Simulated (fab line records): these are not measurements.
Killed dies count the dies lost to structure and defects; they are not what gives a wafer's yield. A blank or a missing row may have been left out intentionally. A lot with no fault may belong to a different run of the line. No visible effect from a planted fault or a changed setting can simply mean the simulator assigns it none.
The same fault as seen by 2 desks    flow n5Finfet    each desk holds nothing but its own numbers, with what lay behind them at the end

== DESK OF THE TOOL OWNER: euvScanner-01 ==
The tool's own readings at N5_GATE_CUT_EXPOSE_10 (exposes mask GATE CUT, target cd 20 nm): means of the sampled wafers that have a number, for each lot that ran on this tool. If a lot's mean is further than 4 standard deviations from the usual mean, the lot is out of limits and carries the mark OUT (the distance appears in the brackets).
Columns: A = exposureDoseMJCm2 at N5_GATE_CUT_EXPOSE_10, usual 43.22; B = focusOffsetNm at N5_GATE_CUT_EXPOSE_10, usual 0.0 nm
lot   first seen here  A                B
L727  day 4 17:54      43.18            -0.0
L730  day 5 11:35      43.12            -0.5
L733  day 6 08:16      43.19            -0.3
L744  day 9 11:16      40.74 (-37) OUT  0.2
L747  day 9 20:03      41.16 (-31) OUT  -0.3
This desk's finding: out of limits on L744, L747; first on L744, day 9 11:16 (exposureDoseMJCm2 at N5_GATE_CUT_EXPOSE_10). Within limits: L727, L730, L733.

== FROM THE METROLOGY DESK ==
Lot by lot, what the gauges showed, no matter which tool ran the lot: averages of those sampled wafers that carry a number. If a lot's mean is further than 4 standard deviations from the usual mean, the lot is out of limits and carries the mark OUT (the distance appears in the brackets). Shown are 7 of the 11 readings it has, namely the first that went out of limits plus those furthest out on some lot.
Columns: A = cdNm at N5_GATE_CUT_CD_MEAS_13, usual 20.08 nm; B = DIBL_N at N5_BEOL_M4_RC_MEAS_101, usual 36.0 mV/V; C = DIBL_P at N5_BEOL_M4_RC_MEAS_101, usual 36.2 mV/V; D = IOFF_N at N5_BEOL_M4_RC_MEAS_101, usual 0.16 nA/um; E = IOFF_P at N5_BEOL_M4_RC_MEAS_101, usual 0.21 nA/um; F = ION_P at N5_BEOL_M4_RC_MEAS_101, usual 463 uA/um; G = VT_N at N5_BEOL_M4_RC_MEAS_101, usual 250 mV
lot   first seen here  A                 B     C     D     E     F    G
L726  day 4 12:23      19.86             36.3  35.2  0.14  0.19  453  251
L727  day 4 18:02      20.10             37.3  37.9  0.20  0.24  466  246
L728  day 5 00:17      19.99             34.2  36.0  0.13  0.18  455  251
L729  day 5 08:23      20.00             35.7  37.4  0.16  0.21  462  249
L730  day 5 11:42      20.03             35.5  35.5  0.14  0.18  459  251
L731  day 5 22:45      19.98             33.3  31.9  0.12  0.14  450  252
L733  day 6 08:23      19.96             37.6  38.5  0.22  0.27  469  244
L734  day 6 13:47      20.55             37.2  36.2  0.15  0.18  455  253
L737  day 7 05:09      20.03             40.3  39.7  0.19  0.24  468  248
L738  day 7 12:26      19.94             37.1  38.8  0.19  0.27  473  246
L744  day 9 11:23      18.67 (-5.0) OUT  37.1  37.5  0.18  0.27  471  249
L746  day 9 12:22      20.09             38.4  38.6  0.19  0.24  467  249
L747  day 9 20:11      19.10             36.5  35.7  0.16  0.19  460  249
L748  day 10 01:13     20.15             37.0  37.0  0.19  0.24  467  247
This desk's finding: out of limits on L744; first on L744, day 9 11:23 (cdNm at N5_GATE_CUT_CD_MEAS_13). Within limits: L726, L727, L728, L729, L730, L731, L733, L734, L737, L738, L746, L747, L748.

== TAKEN TOGETHER ==
An alarm could have come from the tool owner's desk at day 9 11:16, on L744, L747.
On L744, the metrology desk was in a position to raise an alarm at day 9 11:23.
The metrology desk has L747 on record, within its limits.
The lots listed all ran N5_GATE_CUT_EXPOSE_10 on euvScanner-01.

== WHAT THE SIMULATOR HAD PUT IN ==
Process parameter drift: euvScanner-01, from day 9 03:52 on, at N5_GATE_CUT_EXPOSE_10. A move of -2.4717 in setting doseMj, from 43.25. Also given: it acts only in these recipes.
Lots struck among those shown: L744, L747.
Fault start to first reading out of limits, in hours, per desk: tool owner, 7; metrology, 8.
